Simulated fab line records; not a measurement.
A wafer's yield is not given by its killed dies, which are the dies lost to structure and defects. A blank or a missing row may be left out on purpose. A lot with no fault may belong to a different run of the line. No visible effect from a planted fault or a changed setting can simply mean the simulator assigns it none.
fab line records :: flow n5_finfet
record
  lots=4
  wafers=12
  last_day=17
route steps=1938 shown BEOL_M2@848 BEOL_M4@1111 PASSIVATION@1936
lots untouched by any fault: they come from a run of this same line in which no faults occurred
start_h: start of the lot's first displayed wafer, in hours after the record's first day :: wait_h: how many hours have passed since the lot's step before this one :: " same as the row above :: L1.1+2: several wafers, shown together as one row :: - no value present, or no start provided :: * or withheld: withheld :: < > ~ a bound
route shown NAME@n: a module of which the file shows steps, and the number in the route of the first :: usual: mean/standard deviation taken from wafers without a fault :: same: alike in all rows :: chamber/n: place in a boat :: sites: each site's reading :: _std_site: the standard deviation of these :: _edge_site: the outer-site mean with the inner-site mean subtracted :: radius_mm: for every site, how far away it sits from the centre of the wafer :: mask NAME#n: copy n :: behind: the tool/chamber that last shaped the wafer :: hold: the reason the lot was held/the length of the hold in hours/how it ended :: device: transistor that didn't switch, given as n, p or np :: end of line: at the end of the route, the tests of the same wafers :: for a step that has no rows: nothing shown but its recipe :: killed: the dies lost at the first sort to structure and to defects; this is not the yield of the wafer :: map: per-die view of a wafer (x killed, . not killed, _ where there is no die)
set.NAME: the run value of the setting; set.NAME@STEP: its run value at that earlier step :: model.NAME: the simulator's own value behind a step, which no gauge read
lots seen at some steps along the route; tables by step, rows by wafer
services: a tool's chamber out of use, with start hour (start_h, from the record's first day; less than 0 if before it), hours out, and reason
## steps
# step N5_BEOL_M2_COAT_05
# recipe
  resist=CAR-EUV
  spin_rpm=1500
  resist_thk_nm=30
# step N5_BEOL_M2_EBR_07
# recipe
  solvent=PGMEA
  ebr_width_mm=1.5
# step N5_BEOL_M2_SOFTBAKE_06
# recipe
  temp_c=110
  time_s=60
  resist=CAR-EUV
# step N5_BEOL_M2_EXPOSE_08
# recipe
  mask_id=M2
  na=0.33
  source_shape=dipole
  sigma_inner=0.369
  sigma_outer=0.767
  polarization=unpolarized
  dose_mj=41.25
# step N5_BEOL_M2_PEB_09
# recipe
  peb_temp_c=100
  peb_time_s=60
  resist=CAR-EUV
# step N5_BEOL_M2_DEVELOP_10
# recipe
  develop_time_s=30
  developer=TMAH
  resist=CAR-EUV
  rinse_liquid=surfactant_rinse
  dry=air_spin
  dev_temp_c=23
# step N5_BEOL_M2_DESCUM_16
# recipe
  chemistry=O2
  time_s=7
  source_power_w=50
  bias_power_w=20
  pressure_mtorr=20
  rf_frequency_hz=2.712e+07
  temp_c=40
  resist=CAR-EUV
  o2_flow_sccm=225
# step N5_BEOL_M2_ETCH_74
# recipe
  chemistry=N2/H2
  target=underlayer
  target_depth_a=65
  mask_material=CAR-EUV
  time_s=5.2
  ion_energy_ev=200
  pressure_mtorr=30
  source_w=840
  bias_w=150
  n2_flow_sccm=200
  h2_flow_sccm=200
  ends=cleared
# step N5_BEOL_M2_ETCH_63
# recipe
  chemistry=CF4
  target=SiARC
  target_depth_a=156
  mask_material=CAR-EUV
  time_s=26
  ion_energy_ev=80
  pressure_mtorr=40
  source_w=545
  bias_w=36
  Ar_flow_sccm=100
  cf4_flow_sccm=100
  ends=cleared
# step N5_BEOL_M2_ETCH_64
# recipe
  chemistry=N2/H2
  target=SOC
  target_depth_a=750
  overetch_a=225
  mask_material=SiARC
  temp_c=40
  time_s=121.9
  ion_energy_ev=200
  pressure_mtorr=30
  source_w=840
  bias_w=150
  n2_flow_sccm=200
  h2_flow_sccm=200
# usual
  drypump_motor_current_A=5.9/0.43
  n2_flow_sccm=200.1/0.6
  oes_product_au=0.62/0.07
  rf_fwd_power_W=836.8/2.8
  rf_vpp_V=524.1/2.7
  showerhead_plenum_p_Torr=2.55/0.096
  throttle_valve_pct=17.74/0.27
# same
  time_s=121.9
lot.wafer: L750.1
tool: rie_diel-04
chamber: 1
start_h: 177.72
wait_h: 0.0
drypump_motor_current_A: 6.4
n2_flow_sccm: 199.7
oes_product_au: 0.68
rf_fwd_power_W: 834.5
rf_hours_counter_h: 29
rf_vpp_V: 527.9
showerhead_plenum_p_Torr: 2.71
throttle_valve_pct: 17.96
model.SiARC_of_BEOL_M2_COAT_62.thk_nm: 6.2
model.BEOL_M2.cd_offset_nm: 0.2

lot.wafer: L750.4
tool: rie_diel-04
chamber: 2
start_h: 177.72
wait_h: 0.0
drypump_motor_current_A: 5.9
n2_flow_sccm: 200.2
oes_product_au: 0.51
rf_fwd_power_W: 841.7
rf_hours_counter_h: 247
rf_vpp_V: 520.9
showerhead_plenum_p_Torr: 2.40
throttle_valve_pct: 17.73
model.SiARC_of_BEOL_M2_COAT_62.thk_nm: 6.4
model.BEOL_M2.cd_offset_nm: -0.2

lot.wafer: L750.5
tool: rie_diel-04
chamber: 0
start_h: 177.72
wait_h: 0.0
drypump_motor_current_A: 5.7
n2_flow_sccm: 200.8
oes_product_au: 0.71
rf_fwd_power_W: 1033.4
rf_hours_counter_h: -
rf_vpp_V: 484.9
showerhead_plenum_p_Torr: 2.48
throttle_valve_pct: 17.80
model.SiARC_of_BEOL_M2_COAT_62.thk_nm: 5.4
model.BEOL_M2.cd_offset_nm: 0.8

lot.wafer: L751.2
tool: rie_diel-03
chamber: 0
start_h: 179.51
wait_h: 0.0
drypump_motor_current_A: 5.8
n2_flow_sccm: 200.5
oes_product_au: 0.65
rf_fwd_power_W: 835.2
rf_hours_counter_h: 40
rf_vpp_V: 523.5
showerhead_plenum_p_Torr: 2.49
throttle_valve_pct: 17.87
model.SiARC_of_BEOL_M2_COAT_62.thk_nm: 6.2
model.BEOL_M2.cd_offset_nm: 0.4

lot.wafer: L751.4
tool: rie_diel-03
chamber: 1
start_h: 179.51
wait_h: 0.0
drypump_motor_current_A: 5.1
n2_flow_sccm: 200.2
oes_product_au: 0.54
rf_fwd_power_W: 840.8
rf_hours_counter_h: 222
rf_vpp_V: 522.8
showerhead_plenum_p_Torr: 2.50
throttle_valve_pct: 17.68
model.SiARC_of_BEOL_M2_COAT_62.thk_nm: 6
model.BEOL_M2.cd_offset_nm: 0

lot.wafer: L751.5
tool: rie_diel-03
chamber: 3
start_h: 179.51
wait_h: 0.0
drypump_motor_current_A: 6.3
n2_flow_sccm: 200.0
oes_product_au: 0.53
rf_fwd_power_W: 834.1
rf_hours_counter_h: -
rf_vpp_V: 522.2
showerhead_plenum_p_Torr: 2.50
throttle_valve_pct: 17.94
model.SiARC_of_BEOL_M2_COAT_62.thk_nm: 6.4
model.BEOL_M2.cd_offset_nm: 0

lot.wafer: L754.2
tool: rie_diel-04
chamber: 0
start_h: 187.67
wait_h: 0.0
drypump_motor_current_A: 5.7
n2_flow_sccm: 201.2
oes_product_au: 0.70
rf_fwd_power_W: 1036.3
rf_hours_counter_h: 19
rf_vpp_V: 486.5
showerhead_plenum_p_Torr: 2.48
throttle_valve_pct: 17.81
model.SiARC_of_BEOL_M2_COAT_62.thk_nm: 5.4
model.BEOL_M2.cd_offset_nm: 0.6

lot.wafer: L754.3
tool: rie_diel-04
chamber: 1
start_h: 187.67
wait_h: 0.0
drypump_motor_current_A: 6.4
n2_flow_sccm: 199.8
oes_product_au: 0.67
rf_fwd_power_W: 836.1
rf_hours_counter_h: 34
rf_vpp_V: 528.7
showerhead_plenum_p_Torr: 2.71
throttle_valve_pct: 17.98
model.SiARC_of_BEOL_M2_COAT_62.thk_nm: 6.2
model.BEOL_M2.cd_offset_nm: 0

lot.wafer: L754.4
tool: rie_diel-04
chamber: 3
start_h: 187.67
wait_h: 0.0
drypump_motor_current_A: 6.0
n2_flow_sccm: 200.1
oes_product_au: 0.53
rf_fwd_power_W: 834.2
rf_hours_counter_h: -
rf_vpp_V: 525.8
showerhead_plenum_p_Torr: 2.61
throttle_valve_pct: 18.20
model.SiARC_of_BEOL_M2_COAT_62.thk_nm: 6.6
model.BEOL_M2.cd_offset_nm: -0.2

lot.wafer: L766.2
tool: rie_diel-04
chamber: 0
start_h: 261.30
wait_h: 0.0
drypump_motor_current_A: 5.7
n2_flow_sccm: 200.5
oes_product_au: 0.67
rf_fwd_power_W: 840.4
rf_hours_counter_h: 37
rf_vpp_V: 523.0
showerhead_plenum_p_Torr: 2.47
throttle_valve_pct: 17.84
model.SiARC_of_BEOL_M2_COAT_62.thk_nm: 6.2
model.BEOL_M2.cd_offset_nm: 0.4

lot.wafer: L766.3
tool: rie_diel-04
chamber: 1
start_h: 261.30
wait_h: 0.0
drypump_motor_current_A: 6.4
n2_flow_sccm: 200.5
oes_product_au: 0.64
rf_fwd_power_W: 833.8
rf_hours_counter_h: 65
rf_vpp_V: 527.6
showerhead_plenum_p_Torr: 2.70
throttle_valve_pct: 18.04
model.SiARC_of_BEOL_M2_COAT_62.thk_nm: 6.2
model.BEOL_M2.cd_offset_nm: 0

lot.wafer: L766.4
tool: rie_diel-04
chamber: 1
start_h: 261.30
wait_h: 0.0
drypump_motor_current_A: 6.4
n2_flow_sccm: 201.8
oes_product_au: 0.64
rf_fwd_power_W: 837.2
rf_hours_counter_h: -
rf_vpp_V: 528.2
showerhead_plenum_p_Torr: 2.70
throttle_valve_pct: 18.02
model.SiARC_of_BEOL_M2_COAT_62.thk_nm: 6.2
model.BEOL_M2.cd_offset_nm: -0.2
# step N5_BEOL_M2_STRIP_65
# recipe
  chemistry=N2/H2
  temp_c=40
  n2_flow_sccm=200
  h2_flow_sccm=200
  rf_frequency_hz=6e+07
# step N5_BEOL_M2_STRIP_75
# recipe
  chemistry=N2/H2
  temp_c=40
  n2_flow_sccm=200
  h2_flow_sccm=200
  rf_frequency_hz=6e+07
# step N5_BEOL_M2_STRIP_66
# recipe
  chemistry=CF4
  resist=SiARC
  power_w=300
  bias_power_w=75
  pressure_mtorr=50
  cf4_flow_sccm=150
  rf_frequency_hz=6e+07
# step N5_BEOL_M2_HM_OPEN_17
# recipe
  chemistry=Cl2/BCl3
  target_depth_a=200
  overetch_a=60
  target=TiN
  mask_material=SOC
  ion_energy_ev=150
  pressure_mtorr=10
  icp_w=1000
  bias_w=126
  Cl2_flow_sccm=53.25
  bcl3_flow_sccm=21.75
  Ar_flow_sccm=25
# usual
  bcl3_flow_sccm=21.75/0.072
  drypump_motor_current_A=5.6/0.64
  mfc_cl2_sccm=53.25/0.16
  oes_product_au=0.65/0.095
  throttle_valve_pct=22.28/0.11
lot.wafer: L750.1
tool: rie_metal-03
chamber: 1
start_h: 177.90
wait_h: 0.0
bcl3_flow_sccm: 21.80
drypump_motor_current_A: 4.8
mfc_cl2_sccm: 53.30
oes_product_au: 0.68
rf_hours_counter_h: 41
throttle_valve_pct: 22.29
model.BEOL_M2.cd_offset_nm: 0.4

lot.wafer: L750.4
tool: rie_metal-03
chamber: 1
start_h: 177.90
wait_h: 0.0
bcl3_flow_sccm: 21.80
drypump_motor_current_A: 4.8
mfc_cl2_sccm: 53.43
oes_product_au: 0.68
rf_hours_counter_h: -
throttle_valve_pct: 22.29
model.BEOL_M2.cd_offset_nm: 0

lot.wafer: L750.5
tool: rie_metal-03
chamber: 1
start_h: 177.90
wait_h: 0.0
bcl3_flow_sccm: 21.80
drypump_motor_current_A: 4.8
mfc_cl2_sccm: 53.33
oes_product_au: 0.68
rf_hours_counter_h: -
throttle_valve_pct: 22.30
model.BEOL_M2.cd_offset_nm: 1

lot.wafer: L751.2
tool: rie_metal-01
chamber: 0
start_h: 179.68
wait_h: 0.0
bcl3_flow_sccm: 21.76
drypump_motor_current_A: 5.0
mfc_cl2_sccm: 53.16
oes_product_au: 0.75
rf_hours_counter_h: 11
throttle_valve_pct: 22.12
model.BEOL_M2.cd_offset_nm: 0.2

lot.wafer: L751.4
tool: rie_metal-01
chamber: 1
start_h: 179.68
wait_h: 0.0
bcl3_flow_sccm: 21.77
drypump_motor_current_A: 5.9
mfc_cl2_sccm: 53.21
oes_product_au: 0.55
rf_hours_counter_h: -
throttle_valve_pct: 22.18
model.BEOL_M2.cd_offset_nm: 0.2

lot.wafer: L751.5
tool: rie_metal-01
chamber: 0
start_h: 179.68
wait_h: 0.0
bcl3_flow_sccm: 21.83
drypump_motor_current_A: 5.0
mfc_cl2_sccm: 53.24
oes_product_au: 0.76
rf_hours_counter_h: -
throttle_valve_pct: 22.13
model.BEOL_M2.cd_offset_nm: 0

lot.wafer: L754.2
tool: rie_metal-01
chamber: 1
start_h: 187.84
wait_h: 0.0
bcl3_flow_sccm: 21.83
drypump_motor_current_A: 5.9
mfc_cl2_sccm: 53.23
oes_product_au: 0.56
rf_hours_counter_h: 106
throttle_valve_pct: 22.17
model.BEOL_M2.cd_offset_nm: 0.8

lot.wafer: L754.3
tool: rie_metal-01
chamber: 0
start_h: 187.84
wait_h: 0.0
bcl3_flow_sccm: 21.73
drypump_motor_current_A: 5.0
mfc_cl2_sccm: 53.43
oes_product_au: 0.76
rf_hours_counter_h: -
throttle_valve_pct: 22.11
model.BEOL_M2.cd_offset_nm: 0

lot.wafer: L754.4
tool: rie_metal-01
chamber: 1
start_h: 187.84
wait_h: 0.0
bcl3_flow_sccm: 21.85
drypump_motor_current_A: 5.9
mfc_cl2_sccm: 53.16
oes_product_au: 0.55
rf_hours_counter_h: -
throttle_valve_pct: 22.15
model.BEOL_M2.cd_offset_nm: -0.2

lot.wafer: L766.2
tool: rie_metal-02
chamber: 1
start_h: 261.48
wait_h: 0.0
bcl3_flow_sccm: 21.81
drypump_motor_current_A: 6.4
mfc_cl2_sccm: 53.07
oes_product_au: 0.56
rf_hours_counter_h: 96
throttle_valve_pct: 22.26
model.BEOL_M2.cd_offset_nm: 0.4

lot.wafer: L766.3
tool: rie_metal-02
chamber: 1
start_h: 261.48
wait_h: 0.0
bcl3_flow_sccm: 21.76
drypump_motor_current_A: 6.4
mfc_cl2_sccm: 52.96
oes_product_au: 0.55
rf_hours_counter_h: -
throttle_valve_pct: 22.27
model.BEOL_M2.cd_offset_nm: 0

lot.wafer: L766.4
tool: rie_metal-02
chamber: 0
start_h: 261.48
wait_h: 0.0
bcl3_flow_sccm: 21.79
drypump_motor_current_A: 5.3
mfc_cl2_sccm: 53.33
oes_product_au: 0.55
rf_hours_counter_h: -
throttle_valve_pct: 22.45
model.BEOL_M2.cd_offset_nm: -0.2
# step N5_BEOL_M2_STRIP_19
# recipe
  chemistry=O2
  power_w=400
  temp_c=40
  pressure_mtorr=30
  rf_frequency_hz=6e+07
  bias_power_w=0
  overash_fraction=0.2
  o2_flow_sccm=225
# step N5_BEOL_M4_RC_MEAS_101
# usual
  DIBL_N=36.3/1.7
  DIBL_P=36.3/2.2
  IOFF_N=0.16/0.034
  IOFF_P=0.21/0.038
  ION_N=673/13
  ION_P=461/8.3
  SS_N=71.5/0.55
  SS_P=73.3/0.67
  VT_N=250/3.4
  VT_P=-251/3.5
lot.wafer: L750.1
tool: prober-02
chamber: 0
start_h: 208.12
wait_h: 0.0
DIBL_N[mV/V]: 35.3
DIBL_P[mV/V]: 35.3
IOFF_N[nA/um]: 0.16
IOFF_P[nA/um]: 0.21
ION_N[uA/um]: 665
ION_P[uA/um]: 453
SS_N[mV/dec]: 71.7
SS_P[mV/dec]: 73.1
VT_N[mV]: 246
VT_P[mV]: -251

lot.wafer: L750.4
tool: prober-02
chamber: 0
start_h: 208.12
wait_h: 0.0
DIBL_N[mV/V]: 35.6
DIBL_P[mV/V]: 35.9
IOFF_N[nA/um]: 0.16
IOFF_P[nA/um]: 0.21
ION_N[uA/um]: 671
ION_P[uA/um]: 459
SS_N[mV/dec]: 71.9
SS_P[mV/dec]: 73.3
VT_N[mV]: 248
VT_P[mV]: -249

lot.wafer: L750.5
tool: prober-02
chamber: 0
start_h: 208.12
wait_h: 0.0
DIBL_N[mV/V]: 35.9
DIBL_P[mV/V]: 36.0
IOFF_N[nA/um]: 0.17
IOFF_P[nA/um]: 0.21
ION_N[uA/um]: 669
ION_P[uA/um]: 453
SS_N[mV/dec]: 71.9
SS_P[mV/dec]: 73.9
VT_N[mV]: 248
VT_P[mV]: -253

lot.wafer: L751.2
tool: prober-02
chamber: 0
start_h: 211.30
wait_h: 0.2
DIBL_N[mV/V]: 35.7
DIBL_P[mV/V]: 35.2
IOFF_N[nA/um]: 0.17
IOFF_P[nA/um]: 0.20
ION_N[uA/um]: 668
ION_P[uA/um]: 454
SS_N[mV/dec]: 71.6
SS_P[mV/dec]: 73.0
VT_N[mV]: 246
VT_P[mV]: -249

lot.wafer: L751.4
tool: prober-02
chamber: 0
start_h: 211.30
wait_h: 0.2
DIBL_N[mV/V]: 39.1
DIBL_P[mV/V]: 39.4
IOFF_N[nA/um]: 0.24
IOFF_P[nA/um]: 0.28
ION_N[uA/um]: 683
ION_P[uA/um]: 470
SS_N[mV/dec]: 72.6
SS_P[mV/dec]: 74.1
VT_N[mV]: 242
VT_P[mV]: -246

lot.wafer: L751.5
tool: prober-02
chamber: 0
start_h: 211.30
wait_h: 0.2
DIBL_N[mV/V]: 36.0
DIBL_P[mV/V]: 35.3
IOFF_N[nA/um]: 0.16
IOFF_P[nA/um]: 0.20
ION_N[uA/um]: 663
ION_P[uA/um]: 451
SS_N[mV/dec]: 71.6
SS_P[mV/dec]: 72.8
VT_N[mV]: 251
VT_P[mV]: -250

lot.wafer: L754.2
tool: prober-02
chamber: 0
start_h: 216.75
wait_h: 0.2
DIBL_N[mV/V]: 36.1
DIBL_P[mV/V]: 37.4
IOFF_N[nA/um]: 0.17
IOFF_P[nA/um]: 0.23
ION_N[uA/um]: 674
ION_P[uA/um]: 466
SS_N[mV/dec]: 70.9
SS_P[mV/dec]: 74.4
VT_N[mV]: 250
VT_P[mV]: -247

lot.wafer: L754.3
tool: prober-02
chamber: 0
start_h: 216.75
wait_h: 0.2
DIBL_N[mV/V]: 35.1
DIBL_P[mV/V]: 35.7
IOFF_N[nA/um]: 0.14
IOFF_P[nA/um]: 0.20
ION_N[uA/um]: 667
ION_P[uA/um]: 459
SS_N[mV/dec]: 71.1
SS_P[mV/dec]: 73.1
VT_N[mV]: 255
VT_P[mV]: -248

lot.wafer: L754.4
tool: prober-02
chamber: 0
start_h: 216.75
wait_h: 0.2
DIBL_N[mV/V]: 35.8
DIBL_P[mV/V]: 37.6
IOFF_N[nA/um]: 0.16
IOFF_P[nA/um]: 0.24
ION_N[uA/um]: 666
ION_P[uA/um]: 471
SS_N[mV/dec]: 71.4
SS_P[mV/dec]: 73.7
VT_N[mV]: 250
VT_P[mV]: -247

lot.wafer: L766.2
tool: prober-02
chamber: 0
start_h: 293.68
wait_h: 0.2
DIBL_N[mV/V]: 34.7
DIBL_P[mV/V]: 33.2
IOFF_N[nA/um]: 0.13
IOFF_P[nA/um]: 0.17
ION_N[uA/um]: 672
ION_P[uA/um]: 465
SS_N[mV/dec]: 71.0
SS_P[mV/dec]: 72.7
VT_N[mV]: 251
VT_P[mV]: -253

lot.wafer: L766.3
tool: prober-02
chamber: 0
start_h: 293.68
wait_h: 0.2
DIBL_N[mV/V]: 34.6
DIBL_P[mV/V]: 33.3
IOFF_N[nA/um]: 0.12
IOFF_P[nA/um]: 0.18
ION_N[uA/um]: 659
ION_P[uA/um]: 459
SS_N[mV/dec]: 71.3
SS_P[mV/dec]: 73.0
VT_N[mV]: 252
VT_P[mV]: -252

lot.wafer: L766.4
tool: prober-02
chamber: 0
start_h: 293.68
wait_h: 0.2
DIBL_N[mV/V]: 34.2
DIBL_P[mV/V]: 32.1
IOFF_N[nA/um]: 0.12
IOFF_P[nA/um]: 0.17
ION_N[uA/um]: 667
ION_P[uA/um]: 465
SS_N[mV/dec]: 70.8
SS_P[mV/dec]: 72.1
VT_N[mV]: 254
VT_P[mV]: -248
# step N5_PASSIVATION_PROBE_49
# usual
  defect_limited_yield=91.4/1.6
  killed_at_M0_to_M3=34/10
  killed_at_M4_up=12/4.8
  killed_at_contacts=11/6.2
  killed_at_front_end=39/13
  killed_at_other=4/3.1
  killed_dies=101/19
  killed_open=67/14
  killed_short=32/8.3
  sort_bin_5_function=5.0/1
  sort_bin_6_memory=3.2/0.76
  sort_n_pass=1079/19
  sort_yield_pct=91.4/1.6
# same
  gross_dies=1180
  killed_at_back_side=0
  sort_bin_4_leakage[%]=0
  sort_bin_8_speed[%]=0
lot.wafer: L754.2
tool: prober-01
chamber: -
start_h: 319.25
wait_h: 0.1
defect_limited_yield[%]: 92.7
killed_at_M0_to_M3: 30
killed_at_M4_up: 16
killed_at_contacts: 9
killed_at_front_end: 26
killed_at_other: 5
killed_dies: 86
killed_open: 54
killed_short: 30
sort_bin_5_function[%]: 4.6
sort_bin_6_memory[%]: 2.6
sort_n_pass: 1094
sort_yield_pct[%]: 92.7

lot.wafer: L754.3
tool: prober-01
chamber: -
start_h: 319.30
wait_h: 0.1
defect_limited_yield[%]: 94.5
killed_at_M0_to_M3: 31
killed_at_M4_up: 10
killed_at_contacts: 7
killed_at_front_end: 16
killed_at_other: 1
killed_dies: 65
killed_open: 40
killed_short: 23
sort_bin_5_function[%]: 3.6
sort_bin_6_memory[%]: 1.7
sort_n_pass: 1115
sort_yield_pct[%]: 94.5

lot.wafer: L754.4
tool: prober-01
chamber: -
start_h: 319.35
wait_h: 0.2
defect_limited_yield[%]: 95.3
killed_at_M0_to_M3: 15
killed_at_M4_up: 18
killed_at_contacts: 3
killed_at_front_end: 19
killed_at_other: 1
killed_dies: 56
killed_open: 42
killed_short: 12
sort_bin_5_function[%]: 3.0
sort_bin_6_memory[%]: 1.7
sort_n_pass: 1124
sort_yield_pct[%]: 95.3
# killed by level:class
L754.2 BEOL_M0_SAQP:geometric_particle:open=10 MOL_CONTACT_COAG:geometric_particle:open=8 BEOL_M0_SAQP:geometric_particle:short=8 BEOL_M4:geometric_particle:open=8 FIN_SAQP:geometric_particle:open=6 FIN_SAQP:geometric_particle:short=5 GATE_CUT:geometric_particle:short=5 BEOL_M1:geometric_particle:open=4
L754.3 BEOL_M0_SAQP:geometric_particle:short=12 MOL_CONTACT_COAG:geometric_particle:open=7 BEOL_M0_SAQP:geometric_particle:open=7 BEOL_M2:geometric_particle:open=7 BEOL_M7:geometric_particle:open=4 FIN_SAQP:geometric_particle:short=2 STI_FIN_REVEAL:geometric_particle:open=2 ILD0:geometric_particle:short=2
L754.4 BEOL_M4:geometric_particle:open=9 BEOL_M0_SAQP:geometric_particle:open=5 STARTING-WAFER:geometric_particle:open=5 BEOL_M2:geometric_particle:open=4 FIN_SAQP:geometric_particle:open=3 STI_FIN_REVEAL:geometric_particle:open=3 MOL_CONTACT_COAG:geometric_particle:open=3 BEOL_M0_SAQP:geometric_particle:short=3
## services
tool: rie_metal-02
chamber: -
start_h: 159.73
hours: 0.5
kind: repair

tool: rie_diel-04
chamber: 3
start_h: 172.52
hours: 3.1
kind: repair

tool: rie_diel-04
chamber: 2
start_h: 184.78
hours: -
kind: clean

tool: rie_diel-04
chamber: 2
start_h: 184.78
hours: -
kind: consumable_replace:focus_ring

tool: rie_diel-04
chamber: 2
start_h: 184.78
hours: -
kind: consumable_replace:showerhead

tool: rie_diel-04
chamber: 2
start_h: 184.78
hours: 21.2
kind: scheduled_down

tool: rie_diel-04
chamber: 2
start_h: 184.78
hours: 21.2
kind: vent_cycle

tool: rie_diel-04
chamber: 3
start_h: 246.40
hours: -
kind: clean

tool: rie_diel-04
chamber: 3
start_h: 246.40
hours: -
kind: consumable_replace:focus_ring

tool: rie_diel-04
chamber: 3
start_h: 246.40
hours: 26.4
kind: scheduled_down

tool: rie_diel-04
chamber: 3
start_h: 246.40
hours: 26.4
kind: vent_cycle

tool: rie_metal-01
chamber: -
start_h: 253.82
hours: 14.6
kind: pm

tool: rie_diel-03
chamber: 1
start_h: 260.72
hours: -
kind: clean

tool: rie_diel-03
chamber: 1
start_h: 260.72
hours: -
kind: consumable_replace:focus_ring

tool: rie_diel-03
chamber: 1
start_h: 260.72
hours: 19.1
kind: scheduled_down

tool: rie_diel-03
chamber: 1
start_h: 260.72
hours: 19.1
kind: vent_cycle
## key
first_sign
  step=N5_BEOL_M2_ETCH_64
  reading=rf_fwd_power_W
  direction=up
  sigmas=70
  usual=*
  struck=*
effect
  step=N5_BEOL_M2_ETCH_64
  reading=rf_vpp_V
  direction=down
  sigmas=14
  usual=524.1
  struck=485.7
model_effect
  step=N5_BEOL_M2_ETCH_64
  value=SiARC_of_BEOL_M2_COAT_62.thk_nm
  without=6.1
  struck=5.4
model_effect
  step=N5_BEOL_M2_HM_OPEN_17
  value=BEOL_M2.cd_offset_nm
  without=0.3
  struck=0.9
met_at N5_BEOL_M2_ETCH_64
struck_wafers L750.5,L754.2
fault
  kind=process_parameter_drift
  tool=rie_diel-04
  chamber=0
  onset_h=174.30
  steps=N5_BEOL_M2_ETCH_64
  channel=source_w
  offset=201.6
  shape=step
  end_h=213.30
  acts_in=these_recipes_only
  stated=840
